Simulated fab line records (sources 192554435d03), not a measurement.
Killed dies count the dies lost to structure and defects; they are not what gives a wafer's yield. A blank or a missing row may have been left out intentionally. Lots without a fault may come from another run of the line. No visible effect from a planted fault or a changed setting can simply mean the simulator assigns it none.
Chamber matching	flow n5 finfet	N5_BEOL_M2_ALD_98 on ald sin-04 has 4 sister chambers
The step deposits SiO2, target thk 2.5 nm, pulse time 1 s, co reactant pulse time 1 s. 4 wafers are shown with their chamber, then 6 later ones without.

== WAFERS PAIRED WITH THEIR CHAMBERS ==
wafer	chamber	heater power w (W)
L294.6	0	69
L304.4	2	89
L307.2	1	94
L307.4	3	96

== WAFERS MISSING THEIR CHAMBER ==
wafer	heater power w (W)
L307.6	86
L310.1	97
L310.3	89
L311.1	97
L311.2	87
L311.3	89

== WHICH CHAMBER EACH WENT THROUGH ==
wafer	from the rows above	in truth
L307.6	2	2
L310.1	can't be placed: 3 or 1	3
L310.3	2	2
L311.1	can't be placed: 3 or 1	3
L311.2	2	2
L311.3	2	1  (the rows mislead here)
Placed correctly: 3 of 6. Unplaceable from these rows: 2, with the true chamber sitting among the candidates in 2. Placed wrongly: 1.
How it was worked out, from the rows above alone: a wafer's distance from a chamber is the root of the sum, over the readings, of the square of ((its reading less the chamber's mean) divided by the reading's scatter). If the next closest chamber is less than 2 further off than the closest, the wafer can't be placed; otherwise it belongs to the closest. Each chamber's mean is taken over the wafers shown for it. The scatter (one wafer shown for each chamber): square how far every hidden wafer sits from the nearest shown wafer, average those squares and take the square root.
